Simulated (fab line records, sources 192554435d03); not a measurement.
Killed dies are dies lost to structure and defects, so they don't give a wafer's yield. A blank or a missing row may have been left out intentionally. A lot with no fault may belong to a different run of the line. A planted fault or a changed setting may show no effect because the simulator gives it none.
Matching of chambers ; flow n5 finfet ; 4 sister chambers for N5_BEOL_M13_ETCH_59 on rie diel-04
The step etches BARC in N2/H2, target depth 89 nm, overetch 26.7 nm, time 67.9 s. 4 wafers are shown with their chamber, then 10 later ones without.

== WAFERS WITH THEIR CHAMBER ==
wafer;chamber;drypump motor current A (A)
L087.4;3;5.7
L087.6;1;6.3
L076.3;2;5.3
L076.4;0;5.8

== WAFERS MISSING THEIR CHAMBER ==
wafer;drypump motor current A (A)
L076.6;6.2
L095.1;5.6
L095.2;5.2
L095.3;5.8
L095.4;6.3
L095.5;5.7
L095.6;5.8
L097.1;6.3
L097.5;5.2
L097.6;5.6

== WHICH CHAMBER EACH ONE RAN IN ==
wafer;from the rows above;in truth
L076.6;1;1
L095.1;can't be placed: 3 or 0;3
L095.2;2;2
L095.3;can't be placed: 0 or 3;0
L095.4;1;1
L095.5;can't be placed: 3 or 0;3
L095.6;can't be placed: 0 or 3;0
L097.1;1;1
L097.5;2;2
L097.6;can't be placed: 3 or 0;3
Correct placement for 5 of the 10. From these rows, 5 cannot be placed; in 5 the true chamber is one of the candidates. Number placed wrongly: 0.
How it was worked out, from the rows above alone: a wafer's distance from a chamber is the root of the sum, over the readings, of the square of ((its reading less the chamber's mean) divided by the reading's scatter). If the next closest chamber is less than 2 further off than the closest, the wafer can't be placed; otherwise it belongs to the closest. Each chamber's mean is taken over the wafers shown for it. The scatter: with one shown wafer a chamber, the root of the mean of the squares of how far each hidden wafer lies from its nearest shown one.
